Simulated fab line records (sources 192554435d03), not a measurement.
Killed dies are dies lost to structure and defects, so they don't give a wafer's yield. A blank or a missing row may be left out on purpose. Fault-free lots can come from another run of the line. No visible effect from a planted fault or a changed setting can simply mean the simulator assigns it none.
Split-lot experiment | flow n5Finfet | 7 lots, 39 wafers read, on a route of 1938 steps

== THE SPLIT ITSELF ==
At N5_BEOL_M14_ETCH_68 (etches SOC in N2/H2, time 450 s), the setting timeS was moved away from the recipe's 450 s on 15 of the 39 wafers read, by +15.9% to +40.4%. For the rest of the wafers, this setting stayed at what the recipe calls for.

The reading is taken at the split's own step.

== THE READING ==
SiARC_of_BEOL_M14_COAT_66.thkNm (the simulator's own value, which no gauge read), in nm, at N5_BEOL_M14_ETCH_68 (etches SOC in N2/H2, time 450 s). The file gives no usual value for it. Across the 24 wafers here that went through the recipe, the average is 64.8 nm and the standard deviation 1 nm.

wafer  | tool, chamber at the split | timeS as run, s | against the recipe | SiARC_of_BEOL_M14_COAT_66.thkNm, nm | against lot-mates on the recipe
L074.1 | rieDiel-06, 1              | 450             | recipe             | 66.2                                | -
L074.2 | rieDiel-06, 0              | 450             | recipe             | 65.4                                | -
L074.3 | rieDiel-06, 2              | 450             | recipe             | 64.6                                | -
L074.4 | rieDiel-06, 3              | 631.9           | +40.4%             | 45.6                                | -19.8
L074.5 | rieDiel-06, 1              | 631.9           | +40.4%             | 48                                  | -17.4
L074.6 | rieDiel-06, 0              | 631.9           | +40.4%             | 48.2                                | -17.2
L075.1 | rieDiel-04, 3              | 622.6           | +38.4%             | 48                                  | -17.2
L075.2 | rieDiel-04, 0              | 622.6           | +38.4%             | 48.4                                | -16.8
L075.3 | rieDiel-04, 1              | 450             | recipe             | 63.4                                | -
L075.4 | rieDiel-04, 2              | 450             | recipe             | 67                                  | -
L075.5 | rieDiel-04, 0              | 450             | recipe             | 65.2                                | -
L075.6 | rieDiel-04, 3              | 622.6           | +38.4%             | 48.2                                | -17.0
L082.1 | rieDiel-06, 1              | 450             | recipe             | 65.6                                | -
L082.4 | rieDiel-06, 2              | 450             | recipe             | 64.8                                | -
L082.6 | rieDiel-06, 0              | 450             | recipe             | 65.8                                | -
L085.1 | rieDiel-06, 3              | 521.4           | +15.9%             | 56.6                                | -8.1
L085.2 | rieDiel-06, 1              | 521.4           | +15.9%             | 58.8                                | -5.9
L085.3 | rieDiel-06, 2              | 521.4           | +15.9%             | 57.2                                | -7.5
L085.4 | rieDiel-06, 3              | 450             | recipe             | 63.8                                | -
L085.5 | rieDiel-06, 1              | 450             | recipe             | 66                                  | -
L085.6 | rieDiel-06, 2              | 450             | recipe             | 64.4                                | -
L088.1 | rieDiel-06, 0              | 450             | recipe             | 63.4                                | -
L088.2 | rieDiel-06, 1              | 541.1           | +20.2%             | 57.6                                | -6.0
L088.3 | rieDiel-06, 2              | 541.1           | +20.2%             | 55.6                                | -8.0
L088.4 | rieDiel-06, 3              | 450             | recipe             | 64.4                                | -
L088.5 | rieDiel-06, 0              | 450             | recipe             | 63                                  | -
L088.6 | rieDiel-06, 3              | 541.1           | +20.2%             | 54.8                                | -8.8
L089.1 | rieDiel-04, 1              | 450             | recipe             | 62.8                                | -
L089.2 | rieDiel-04, 0              | 450             | recipe             | 64.8                                | -
L089.3 | rieDiel-04, 3              | 613.7           | +36.4%             | 48.6                                | -15.7
L089.4 | rieDiel-04, 3              | 450             | recipe             | 65.2                                | -
L089.5 | rieDiel-04, 1              | 613.7           | +36.4%             | 46                                  | -18.3
L089.6 | rieDiel-04, 0              | 613.7           | +36.4%             | 49.2                                | -15.1
L094.1 | rieDiel-01, 0,1            | 450             | recipe             | 65                                  | -
L094.2 | rieDiel-01, 0,1            | 450             | recipe             | 65                                  | -
L094.3 | rieDiel-01, 2              | 450             | recipe             | 66                                  | -
L094.4 | rieDiel-01, 3              | 450             | recipe             | 64.6                                | -
L094.5 | rieDiel-01, 3              | 450             | recipe             | 64.2                                | -
L094.6 | rieDiel-01, 0              | 450             | recipe             | 65.2                                | -
When a row names more than one chamber, that row covers several wafers, and the file does not tell which wafer ran in which chamber.

FIT RESULTS
A straight line over all 39 wafers: SiARC_of_BEOL_M14_COAT_66.thkNm changes by -0.443 nm for each +1% of timeS; r = -0.99; the points scatter about the line by 1.1 nm.
The same after taking each lot's own level away (the mean of its wafers on the recipe; 39 wafers): -0.443 nm for each +1%; r = -0.99; scatter 1 nm.
That fit puts the effect of the largest move of timeS on the reading at 18 nm.
Measured against the standard deviation above, the lots' own levels, which go from 63.60 to 65.40 nm, span 1.8 times it.
The two slopes agree, so the slope changes little with the lot-to-lot level.
Check: -17.6 nm against its lot-mates is what the line predicts for one of the wafers moved furthest among these (+40.4%) when that wafer is left out of the fit. It came out at -19.8 nm against them.

== OTHER SPLITS APPLIED TO THESE WAFERS ==
Note: prior to the reading, these wafers also went through further splits. Each is held against what the fit with the lots' levels taken away leaves over:
other split on the same wafers | wafers away from the commonest value | r with SiARC_of_BEOL_M14_COAT_66.thkNm (lot level and that fit taken away)
N5_BEOL_M9_ETCH_66 timeS       | 12                                   | -0.12

== FILE'S OWN FIT ==
SiARC_of_BEOL_M14_COAT_66.thkNm changes by -0.442 nm for each +1% of timeS, r = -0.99.
